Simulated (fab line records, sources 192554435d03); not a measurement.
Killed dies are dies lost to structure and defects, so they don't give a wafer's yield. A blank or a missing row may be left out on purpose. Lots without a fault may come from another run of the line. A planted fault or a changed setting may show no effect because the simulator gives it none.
Which tool did it? | flow n5_finfet | 9 lots, 27 wafers sampled, at 5 steps of a route of 1938

WHAT THE GAUGES READ, wafer by wafer
N5_BEOL_M4_RC_MEAS_101. Usual: DIBL_N 36.5 mV/V, standard deviation 1.4; DIBL_P 36.5 mV/V, standard deviation 1.6; IOFF_N 0.163 nA/um, standard deviation 0.022; IOFF_P 0.219 nA/um, standard deviation 0.029; ION_N 675 uA/um, standard deviation 8.3; ION_P 464 uA/um, standard deviation 6.2; SS_N 71.5 mV/dec, standard deviation 0.52; SS_P 73.4 mV/dec, standard deviation 0.57; VT_N 249.7 mV, standard deviation 2.6; VT_P -250 mV, standard deviation 3.
lot  | measured     | on        | DIBL_N (mV/V)  | DIBL_P (mV/V)  | IOFF_N (nA/um)    | IOFF_P (nA/um)    | ION_N (uA/um) | ION_P (uA/um) | SS_N (mV/dec)  | SS_P (mV/dec)  | VT_N (mV)         | VT_P (mV)      | flag
L381 | day 8 03:10  | prober-01 | 38.3 36.7 36.8 | 37.0 34.9 34.5 | 0.170 0.139 0.136 | 0.252 0.215 0.199 | 673 661 669   | 472 462 468   | 71.9 71.2 70.9 | 73.3 73.9 73.2 | 252.2 254.3 253.8 | -249 -248 -249 |
L382 | day 8 15:29  | prober-01 | 37.4 34.2 36.5 | 38.1 34.8 38.0 | 0.189 0.134 0.174 | 0.216 0.174 0.213 | 673 666 676   | 455 453 461   | 72.7 71.4 72.3 | 73.7 73.3 73.4 | 247.7 251.4 250.6 | -251 -255 -251 |
L384 | day 9 19:38  | prober-02 | 38.0 37.2 37.7 | 38.5 37.4 38.7 | 0.187 0.190 0.194 | 0.234 0.208 0.236 | 682 691 687   | 462 466 461   | 72.1 72.5 72.0 | 74.0 72.4 73.9 | 247.6 245.4 246.8 | -249 -251 -251 |
L386 | day 9 16:14  | prober-02 | 33.4 35.9 33.5 | 33.0 36.4 33.4 | 0.120 0.169 0.123 | 0.162 0.212 0.164 | 675 688 666   | 459 473 457   | 71.2 72.3 71.3 | 72.3 73.6 72.5 | 252.0 247.8 251.7 | -251 -249 -254 |
L388 | day 9 22:42  | prober-01 | 33.8 36.2 35.3 | 32.7 35.5 34.8 | 0.120 0.155 0.140 | 0.196 0.244 0.230 | 666 671 676   | 468 464 472   | 71.6 71.3 71.5 | 72.4 73.1 72.8 | 251.9 249.2 250.8 | -247 -247 -248 |
L392 | day 11 08:19 | prober-02 | 35.3 36.1 35.1 | 34.8 35.7 34.3 | 0.152 0.169 0.143 | 0.225 0.241 0.211 | 682 677 679   | 475 469 467   | 71.4 71.4 71.5 | 72.7 73.3 72.6 | 248.2 247.0 249.3 | -247 -247 -250 |
L397 | day 12 07:55 | prober-02 | 37.0 37.5 37.3 | 38.0 37.7 37.9 | 0.185 0.187 0.180 | 0.256 0.247 0.249 | 686 677 680   | 470 460 467   | 71.1 72.3 71.8 | 73.8 73.7 73.4 | 248.4 250.2 248.8 | -249 -247 -246 |
L398 | day 12 19:00 | prober-01 | 37.9 38.4 39.1 | 38.8 39.5 39.8 | 0.177 0.187 0.197 | 0.227 0.243 0.247 | 684 682 685   | 464 465 468   | 71.6 71.8 71.8 | 73.8 74.3 74.1 | 247.7 247.3 247.4 | -250 -249 -246 |
L401 | day 13 10:22 | prober-01 | 35.9 34.6 36.0 | 37.2 35.2 37.6 | 0.158 0.136 0.166 | 0.203 0.166 0.203 | 675 668 682   | 467 458 463   | 71.4 70.9 71.8 | 73.2 73.3 73.5 | 251.6 251.9 249.8 | -253 -258 -252 |

WHICH TOOL RAN EACH LOT (tool, then ch and the chambers of the sampled wafers, then the start)
lot  | N5_DUMMY_GATE_DESCUM_20           | N5_DUMMY_GATE_STRIP_40            | N5_DUMMY_GATE_STRIP_41            | N5_SD_EPI_N_COAT_32
L381 | rie_diel-06 ch 0,2,3, day 3 04:59 | rie_diel-06 ch 0,2,3, day 3 05:20 | rie_diel-03 ch 0,1,3, day 3 05:31 | litho_track-03 ch 0, day 3 06:50
L382 | rie_diel-06 ch 0,1, day 3 09:33   | rie_diel-04 ch 1,2,3, day 3 09:53 | rie_diel-03 ch 1,2,3, day 3 10:01 | litho_track-05 ch 0, day 3 11:20
L384 | rie_diel-04 ch 1,2,3, day 3 23:19 | rie_diel-06 ch 0,3, day 3 23:40   | rie_diel-03 ch 0,1,3, day 3 23:56 | litho_track-05 ch 0, day 4 01:20
L386 | rie_diel-06 ch 1,2,3, day 4 13:57 | rie_diel-03 ch 2,3, day 4 14:17   | rie_diel-03 ch 0,3, day 4 14:25   | litho_track-01 ch 0, day 4 16:08
L388 | rie_diel-06 ch 0,2, day 4 23:22   | rie_diel-06 ch 0,2,3, day 4 23:41 | rie_diel-04 ch 0,1,3, day 4 23:50 | litho_track-01 ch 0, day 5 01:14
L392 | rie_diel-06 ch 0,2,3, day 6 04:48 | rie_diel-04 ch 0,1, day 6 05:08   | rie_diel-06 ch 0,2,3, day 6 05:16 | litho_track-05 ch 0, day 6 06:35
L397 | rie_diel-04 ch 2,3, day 7 04:01   | rie_diel-06 ch 0,1, day 7 04:34   | rie_diel-04 ch 0,2,3, day 7 04:46 | litho_track-03 ch 0, day 7 06:28
L398 | rie_diel-03 ch 1,3, day 7 11:09   | rie_diel-06 ch 0,2, day 7 11:30   | rie_diel-03 ch 0,1, day 7 11:42   | litho_track-03 ch 0, day 7 13:04
L401 | rie_diel-04 ch 2,3, day 8 04:34   | rie_diel-06 ch 0,3, day 8 04:53   | rie_diel-03 ch 1,2,3, day 8 05:02 | litho_track-01 ch 0, day 8 06:20
- N5_DUMMY_GATE_DESCUM_20: chemistry O2, time 6.2 s.
- N5_DUMMY_GATE_STRIP_40: strips in CF4.
- N5_DUMMY_GATE_STRIP_41: strips in O2.
- N5_SD_EPI_N_COAT_32: time 60 s, resist thk 350 nm.

WHAT THE TOOLS THEMSELVES READ (means of the sampled wafers that have a number; where no wafer has one, the mark that the record gives instead)
N5_DUMMY_GATE_DESCUM_20. Usual: bias_power_w 20.00 W, standard deviation 0.056; drypump_motor_current_A 5.8 A, standard deviation 0.33; oes_product_au 0.77 a.u., standard deviation 0.085; rf_vpp_V 243.3 V, standard deviation 1.2; showerhead_plenum_p_Torr 2.11 Torr, standard deviation 0.053; throttle_valve_pct 20.48 %, standard deviation 0.27.
lot  | tool        | bias_power_w (W) | drypump_motor_current_A (A) | oes_product_au (a.u.) | rf_vpp_V (V) | showerhead_plenum_p_Torr (Torr) | throttle_valve_pct (%) | flag
L381 | rie_diel-06 | 20.01            | 5.6                         | 0.77                  | 243.3        | 2.15                            | 20.44                  |
L382 | rie_diel-06 | 20.00            | 5.8                         | 0.72                  | 243.4        | 2.11                            | 20.76                  |
L384 | rie_diel-04 | 20.02            | 5.5                         | 0.80                  | 243.8        | 2.11                            | 20.36                  |
L386 | rie_diel-06 | 20.01            | 5.6                         | 0.75                  | 243.5        | 2.12                            | 20.61                  |
L388 | rie_diel-06 | 20.08            | 5.5                         | 0.76                  | 243.7        | 2.15                            | 20.52                  |
L392 | rie_diel-06 | 20.01            | 5.6                         | 0.73                  | 244.4        | 2.14                            | 20.48                  |
L397 | rie_diel-04 | 20.07            | 5.5                         | 0.80                  | 243.6        | 2.08                            | 20.38                  |
L398 | rie_diel-03 | 19.89            | 6.2                         | 0.76                  | 245.4        | 2.18                            | 20.66                  |
L401 | rie_diel-04 | 19.97            | 5.5                         | 0.79                  | 243.3        | 2.07                            | 20.38                  |

N5_DUMMY_GATE_STRIP_40. Usual: bias_power_w 74.96 W, standard deviation 0.21; drypump_motor_current_A 5.8 A, standard deviation 0.33; oes_product_au 0.76 a.u., standard deviation 0.081; rf_vpp_V 271.6 V, standard deviation 1.3; showerhead_plenum_p_Torr 1.81 Torr, standard deviation 0.043; throttle_valve_pct 13.65 %, standard deviation 0.3.
lot  | tool        | bias_power_w (W) | drypump_motor_current_A (A) | oes_product_au (a.u.) | rf_vpp_V (V) | showerhead_plenum_p_Torr (Torr) | throttle_valve_pct (%) | flag
L381 | rie_diel-06 | 74.88            | 5.6                         | 0.75                  | 273.3        | 1.85                            | 13.63                  |
L382 | rie_diel-04 | 75.05            | 5.5                         | 0.79                  | 271.9        | 1.81                            | 13.49                  |
L384 | rie_diel-06 | 74.98            | 5.8                         | 0.68                  | 272.6        | 1.84                            | 13.63                  |
L386 | rie_diel-03 | 75.10            | 6.3                         | 0.71                  | 271.4        | 1.81                            | 13.68                  |
L388 | rie_diel-06 | 75.05            | 5.6                         | 0.74                  | 271.7        | 1.84                            | 13.67                  |
L392 | rie_diel-04 | 74.99            | 6.1                         | 0.68                  | 270.9        | 1.80                            | 13.97                  |
L397 | rie_diel-06 | 74.87            | 5.8                         | 0.70                  | 271.3        | 1.79                            | 13.93                  |
L398 | rie_diel-06 | 75.10            | 5.4                         | 0.78                  | 270.9        | 1.83                            | 13.73                  |
L401 | rie_diel-06 | 74.92            | 5.7                         | 0.76                  | 273.2        | 1.84                            | 13.50                  |

N5_DUMMY_GATE_STRIP_41. Usual: drypump_motor_current_A 5.9 A, standard deviation 0.35; oes_product_au 0.79 a.u., standard deviation 0.095; rf_vpp_V 3.7 V, standard deviation 0.47; showerhead_plenum_p_Torr 2.12 Torr, standard deviation 0.059; throttle_valve_pct 16.7 %, standard deviation 0.33.
lot  | tool        | drypump_motor_current_A (A) | oes_product_au (a.u.) | rf_vpp_V (V) | showerhead_plenum_p_Torr (Torr) | throttle_valve_pct (%) | flag
L381 | rie_diel-03 | 6.0                         | 0.84                  | 3.7          | 2.15                            | 16.5                   |
L382 | rie_diel-03 | 6.2                         | 0.75                  | 3.4          | 2.15                            | 16.8                   |
L384 | rie_diel-03 | 6.0                         | 0.84                  | 3.9          | 2.15                            | 16.5                   |
L386 | rie_diel-03 | 6.1                         | 0.84                  | 3.8          | 2.15                            | 16.4                   |
L388 | rie_diel-04 | 5.8                         | 0.73                  | 4.2          | 2.12                            | 16.8                   |
L392 | rie_diel-06 | 5.6                         | 0.74                  | 3.7          | 2.15                            | 16.8                   |
L397 | rie_diel-04 | 5.8                         | 0.77                  | 3.7          | 2.07                            | 16.8                   |
L398 | rie_diel-03 | 5.8                         | 0.85                  | 3.0          | 2.09                            | 16.4                   |
L401 | rie_diel-03 | 6.2                         | 0.81                  | 3.7          | 2.14                            | 16.7                   |

N5_SD_EPI_N_COAT_32. Usual: chill_plate_temp_C 23.01 C, standard deviation 0.12; heater_power_total_W 500.4 W, standard deviation 1.8; run_length_s 66.24 s, standard deviation 0.15.
lot  | tool           | chill_plate_temp_C (C) | heater_power_total_W (W) | run_length_s (s) | flag
L381 | litho_track-03 | 22.93                  | 500.5                    | 66.34            |
L382 | litho_track-05 | 22.98                  | 499.7                    | 66.38            |
L384 | litho_track-05 | 23.10                  | 503.0                    | 66.28            |
L386 | litho_track-01 | 23.01                  | 500.1                    | 66.09            |
L388 | litho_track-01 | 22.93                  | 498.8                    | 66.23            |
L392 | litho_track-05 | 22.96                  | 563.7                    | 56.35            | OFF
L397 | litho_track-03 | 22.89                  | 499.9                    | 66.31            |
L398 | litho_track-03 | 23.15                  | 500.2                    | 66.21            |
L401 | litho_track-01 | 22.92                  | 499.5                    | 66.15            |

THE ANSWER, worked out from the rows above alone
Rule: a lot is off if the mean of its wafers that have a number lies more than 3 standard deviations from the usual mean. A lot without any number at a reading at which 4 lots or more have one is off too. The other lots that the step has rows for count as sound. The gauges are gone through in route order, then the tools' own readings, and for those a lot's mean is taken as printed above. The first step at which some lot is off is used, and at that step the reading that is off furthest; a lot without a number counts as furthest.
Off: L392, at N5_SD_EPI_N_COAT_32 (run_length_s).
A tool fits if, at that step or a process step before it, it ran every lot that is off, and no sound lot after the first of them. Can't be told from this: 3 tools fit, rie_diel-06 at N5_DUMMY_GATE_DESCUM_20 and N5_DUMMY_GATE_STRIP_41, rie_diel-04 at N5_DUMMY_GATE_STRIP_40, litho_track-05 at N5_SD_EPI_N_COAT_32.

WHAT THE SIMULATOR HAD PUT IN
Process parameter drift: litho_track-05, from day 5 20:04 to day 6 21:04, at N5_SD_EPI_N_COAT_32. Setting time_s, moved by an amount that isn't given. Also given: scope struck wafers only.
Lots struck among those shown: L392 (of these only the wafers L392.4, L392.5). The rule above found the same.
